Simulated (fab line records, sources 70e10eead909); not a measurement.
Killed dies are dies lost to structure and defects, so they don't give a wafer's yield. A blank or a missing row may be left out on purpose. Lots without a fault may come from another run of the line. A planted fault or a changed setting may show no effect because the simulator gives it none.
Which tool did it? | flow nand_harc | 12 lots, 36 wafers sampled, at 1 step of a route of 1302

WHAT THE GAUGES READ, wafer by wafer
NHARC_A_SGD_CUT_OVL_MEAS_10.
lot  | measured     | on         | overlay_x_nm (nm)
L074 | day 19 12:05 | overlay-02 | -1.8 -1.9 -1.9
L077 | day 20 09:45 | overlay-02 | -0.9 -1.0 -1.0
L078 | day 20 18:55 | overlay-02 | -1.3 -0.1 -1.1
L080 | day 21 22:10 | overlay-02 | -0.8 -0.3 -0.5
L083 | day 23 00:20 | overlay-02 | 2.3 1.8 2.0
L086 | day 24 00:11 | overlay-02 | -0.4 -1.0 -0.9
L087 | day 24 10:40 | overlay-01 | 0.9 0.7 0.7
L088 | day 25 06:54 | overlay-01 | 1.4 1.2 0.5
L090 | day 26 06:23 | overlay-01 | 0.0 -0.4 -0.6
L095 | day 27 10:10 | overlay-01 | -0.3 -0.7 -0.3
L093 | day 27 12:44 | overlay-02 | -0.8 -0.9 -0.8
L097 | day 29 01:00 | overlay-01 | 2.6 1.9 2.0

WHICH TOOL RAN EACH LOT (tool, then ch and the chambers of the sampled wafers, then the start)
The record holds no process step before these readings.

THE ANSWER, worked out from the rows above alone
Rule: what is usual is taken from the lots themselves. Put in order of their means at a reading, lots are off if they are a third of the lots or fewer, leave a main group of 4 or more, and stand apart from it by a gap of 3 or more times the standard deviation of the main group's means; of several such gaps the widest counts. A main group whose means are all the same, to the digits that the tables above print for the reading, isn't used. A lot without any number at a reading at which 4 lots or more have one is off too. The other lots that the step has rows for count as sound.
No lot is off at any reading shown: from this, nothing can be told.

WHAT THE SIMULATOR HAD PUT IN
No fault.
